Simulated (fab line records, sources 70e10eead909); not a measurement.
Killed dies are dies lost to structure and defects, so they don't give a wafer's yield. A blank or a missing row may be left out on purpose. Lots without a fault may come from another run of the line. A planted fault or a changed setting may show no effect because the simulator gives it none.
Which tool did it? | flow nand_harc | 11 lots, 33 wafers sampled, at 6 steps of a route of 1159

WHAT THE GAUGES READ, wafer by wafer
NHARC_P_M2_OVL_MEAS_10: pitch 340 nm.
lot  | measured     | on         | overlay_x_nm (nm) | overlay_y_nm (nm)
L178 | day 6 05:08  | overlay-01 | -0.9 -0.4 -0.4    | -0.8 -0.7 -0.6
L181 | day 7 06:14  | overlay-02 | 0.8 1.0 0.8       | 0.3 0.2 0.4
L182 | day 7 06:50  | overlay-01 | 0.5 0.5 1.3       | -0.6 0.0 -0.3
L186 | day 8 01:02  | overlay-01 | 0.1 -0.1 -0.3     | -0.2 0.1 -0.1
L185 | day 8 08:40  | overlay-01 | 0.5 0.8 0.9       | -1.6 -1.2 -0.7
L187 | day 8 14:01  | overlay-01 | -0.4 -0.5 -0.1    | 0.9 0.6 0.5
L192 | day 9 22:51  | overlay-01 | -0.1 -0.2 -0.1    | 0.5 0.0 0.5
L195 | day 10 14:26 | overlay-01 | 0.9 1.4 1.3       | 0.1 -0.2 -0.3
L198 | day 10 22:13 | overlay-01 | -0.5 0.1 0.0      | -1.4 -1.6 -1.4
L197 | day 11 07:37 | overlay-02 | 0.0 0.2 0.1       | 0.5 1.0 0.2
L201 | day 11 23:43 | overlay-02 | 0.7 0.8 0.5       | 0.0 -0.4 -0.4

NHARC_END_SORT_01.
lot  | measured     | on        | defect_limited_yield (%) | killed_at_array | killed_at_other | killed_at_periphery | killed_dies | killed_open | killed_short | sort_bin_2_pct (%) | sort_bin_3_pct (%) | sort_bin_4_pct (%) | sort_n_pass | sort_rim_yield_pct (%) | sort_yield_pct (%)
L201 | day 27 02:01 | prober-02 | 96.2 97.0 95.3           | 21 17 23        | 3 0 5           | 2 3 4               | 26 20 32    | 1 2 4       | 5 0 2        | 0.6 0.6 2.2        | 0.30 0.15 0.15     | 3.0 2.2 2.4        | 651 657 645 | 95.3 99.1 100.0        | 96.2 97.0 95.3

WHICH TOOL RAN EACH LOT (tool, then ch and the chambers of the sampled wafers, then the start)
lot  | NHARC_P_M2_DESCUM_14               | NHARC_P_M2_ETCH_28                            | NHARC_P_M2_ECD_22              | NHARC_P_M2_CMP_23
L178 | rie_diel-03 ch 0,1, day 6 05:15    | rie_diel-11 ch 1,2, day 6 06:41 or earlier    | ecd_cu-02 ch 0,1, day 6 06:41  | cmp-03 ch 0,1, day 6 07:25
L181 | rie_diel-03 ch 0,1,3, day 7 06:22  | rie_diel-03 ch 0,1, day 7 07:52 or earlier    | ecd_cu-02 ch 0,1, day 7 07:52  | cmp-02 ch 0,3, day 7 08:33
L182 | rie_diel-03 ch 0,1,2, day 7 06:57  | rie_diel-03 ch 0,1,3, day 7 08:23 or earlier  | ecd_cu-01 ch 0, day 7 08:23    | cmp-01 ch 0,2,3, day 7 09:05
L186 | rie_diel-03 ch 2,3, day 8 01:08    | rie_diel-13 ch 0,2,3, day 8 02:40 or earlier  | ecd_cu-01 ch 0,1, day 8 02:40  | cmp-03 ch 0,2,3, day 8 04:22
L185 | rie_diel-13 ch 0,1,2, day 8 08:47  | rie_diel-13 ch 0,1,2, day 8 10:19 or earlier  | ecd_cu-01 ch 0,1, day 8 10:19  | cmp-02 ch 1,2, day 8 10:53
L187 | rie_diel-03 ch 2,3, day 8 14:07    | rie_diel-03 ch 1,2,3, day 8 15:53 or earlier  | ecd_cu-01 ch 0,1, day 8 15:53  | cmp-01 ch 0,1, day 8 17:30
L192 | rie_diel-13 ch 0,3, day 9 22:58    | rie_diel-13 ch 0,1,2, day 10 00:20 or earlier | ecd_cu-02 ch 0,1, day 10 00:20 | cmp-03 ch 0,2,3, day 10 01:40
L195 | rie_diel-11 ch 0,1,2, day 10 14:33 | rie_diel-03 ch 0,1,2, day 10 16:04 or earlier | ecd_cu-02 ch 0,1, day 10 16:04 | cmp-03 ch 0,1,2, day 10 16:41
L198 | rie_diel-03 ch 0,2, day 10 22:20   | rie_diel-13 ch 1,2,3, day 10 23:49 or earlier | ecd_cu-01 ch 0,1, day 10 23:49 | cmp-02 ch 0,1,2, day 11 00:38
L197 | rie_diel-03 ch 0,2,3, day 11 07:43 | rie_diel-11 ch 0,1,2, day 11 09:18 or earlier | ecd_cu-02 ch 0,1, day 11 09:18 | cmp-02 ch 0,2,3, day 11 10:00
L201 | rie_diel-03 ch 1,2,3, day 11 23:49 | rie_diel-03 ch 0,3, day 12 01:11 or earlier   | ecd_cu-01 ch 0,1, day 12 01:11 | cmp-02 ch 0,1,3, day 12 01:55
- NHARC_P_M2_DESCUM_14: chemistry O2, time 3 s.
- NHARC_P_M2_ETCH_28: etches the open film in CF4/N2, target depth 30 nm, time 72.99 s.
- NHARC_P_M2_ECD_22: material Cu, target thk 400 nm.
- NHARC_P_M2_CMP_23: polishes, t overpolish 20 s, target thk 144.3 nm.

WHAT THE TOOLS THEMSELVES READ (means of the sampled wafers that have a number; where no wafer has one, the mark that the record gives instead)
NHARC_P_M2_DESCUM_14.
lot  | tool        | drypump_motor_current_A (A) | oes_product_au (a.u.) | rf_vpp_V (V) | showerhead_plenum_p_Torr (Torr) | throttle_valve_pct (%)
L178 | rie_diel-03 | 6.1                         | 1.005                 | 57.9         | 1.95                            | 11.309
L181 | rie_diel-03 | 5.9                         | 1.016                 | 58.7         | 1.96                            | 11.310
L182 | rie_diel-03 | 5.9                         | 1.000                 | 56.8         | 1.91                            | 11.308
L186 | rie_diel-03 | 5.7                         | 1.005                 | 58.4         | 1.89                            | 11.311
L185 | rie_diel-13 | 5.6                         | 1.001                 | 58.7         | 1.90                            | 11.308
L187 | rie_diel-03 | 5.7                         | 1.009                 | 56.8         | 1.89                            | 11.318
L192 | rie_diel-13 | 6.0                         | 0.994                 | 57.8         | 1.97                            | 11.318
L195 | rie_diel-11 | 5.6                         | 0.989                 | 56.6         | 1.91                            | 11.312
L198 | rie_diel-03 | 6.1                         | 1.013                 | 57.8         | 1.87                            | 11.317
L197 | rie_diel-03 | 5.9                         | 1.001                 | 58.4         | 1.88                            | 11.301
L201 | rie_diel-03 | 5.7                         | 0.992                 | 57.8         | 1.92                            | 11.313

NHARC_P_M2_ETCH_28.
lot  | tool        | drypump_motor_current_A (A) | n2_flow_sccm (sccm) | oes_product_au (a.u.) | rf_vpp_V (V) | showerhead_plenum_p_Torr (Torr) | throttle_valve_pct (%)
L178 | rie_diel-11 | 5.5                         | 99.8                | 0.991                 | 312.5        | 2.57                            | 19.790
L181 | rie_diel-03 | 5.9                         | 99.8                | 1.012                 | 315.8        | 2.72                            | 19.803
L182 | rie_diel-03 | 5.9                         | 100.0               | 1.014                 | 315.2        | 2.68                            | 19.794
L186 | rie_diel-13 | 5.9                         | 100.1               | 0.993                 | 314.4        | 2.63                            | 19.793
L185 | rie_diel-13 | 5.6                         | 100.0               | 0.994                 | 313.6        | 2.61                            | 19.794
L187 | rie_diel-03 | 5.7                         | 100.2               | 1.004                 | 315.3        | 2.64                            | 19.788
L192 | rie_diel-13 | 5.6                         | 100.3               | 0.989                 | 314.1        | 2.61                            | 19.794
L195 | rie_diel-03 | 5.9                         | 99.9                | 1.007                 | 314.3        | 2.62                            | 19.787
L198 | rie_diel-13 | 5.8                         | 99.8                | 0.997                 | 314.6        | 2.64                            | 19.794
L197 | rie_diel-11 | 5.6                         | 99.8                | 1.001                 | 313.5        | 2.62                            | 19.797
L201 | rie_diel-03 | 6.0                         | 100.5               | 1.014                 | 314.6        | 2.63                            | 19.807

NHARC_P_M2_CMP_23.
lot  | tool   | edge_zone_pressure_frac | motor_current_A (A) | time_to_endpoint_s (s)
L178 | cmp-03 | 0.995                   | 11.5                | 29
L181 | cmp-02 | 1.003                   | 11.4                | 31
L182 | cmp-01 | 0.998                   | 12.4                | 31
L186 | cmp-03 | 0.999                   | 12.5                | 53
L185 | cmp-02 | 1.000                   | 11.9                | 33
L187 | cmp-01 | 1.000                   | 11.9                | 64
L192 | cmp-03 | 1.000                   | 12.0                | 57
L195 | cmp-03 | 0.999                   | 12.4                | 30
L198 | cmp-02 | 1.002                   | 11.4                | 34
L197 | cmp-02 | 1.010                   | 11.0                | 30
L201 | cmp-02 | 0.997                   | 11.4                | 31

THE ANSWER, worked out from the rows above alone
Rule: what is usual is taken from the lots themselves. Put in order of their means at a reading, lots are off if they are a third of the lots or fewer, leave a main group of 4 or more, and stand apart from it by a gap of 3 or more times the standard deviation of the main group's means; of several such gaps the widest counts. A main group whose means are all the same, to the digits that the tables above print for the reading, isn't used. A lot without any number at a reading at which 4 lots or more have one is off too. The other lots that the step has rows for count as sound. The gauges are gone through in route order, then the tools' own readings, and for those a lot's mean is taken as printed above. The first step at which some lot is off is used, and at that step the reading that is off furthest; a lot without a number counts as furthest.
Off: L186, L187, L192, at NHARC_P_M2_CMP_23 (time_to_endpoint_s). The main group: mean 31 s, standard deviation 1.5.
A tool fits if, at that step or a process step before it, it ran every lot that is off, and no sound lot after the first of them. NHARC_P_M2_ETCH_28 gives no start for some lots, so the hours and the order of its lots are those of NHARC_P_M2_ECD_22. None of those tried fits.

WHAT THE SIMULATOR HAD PUT IN
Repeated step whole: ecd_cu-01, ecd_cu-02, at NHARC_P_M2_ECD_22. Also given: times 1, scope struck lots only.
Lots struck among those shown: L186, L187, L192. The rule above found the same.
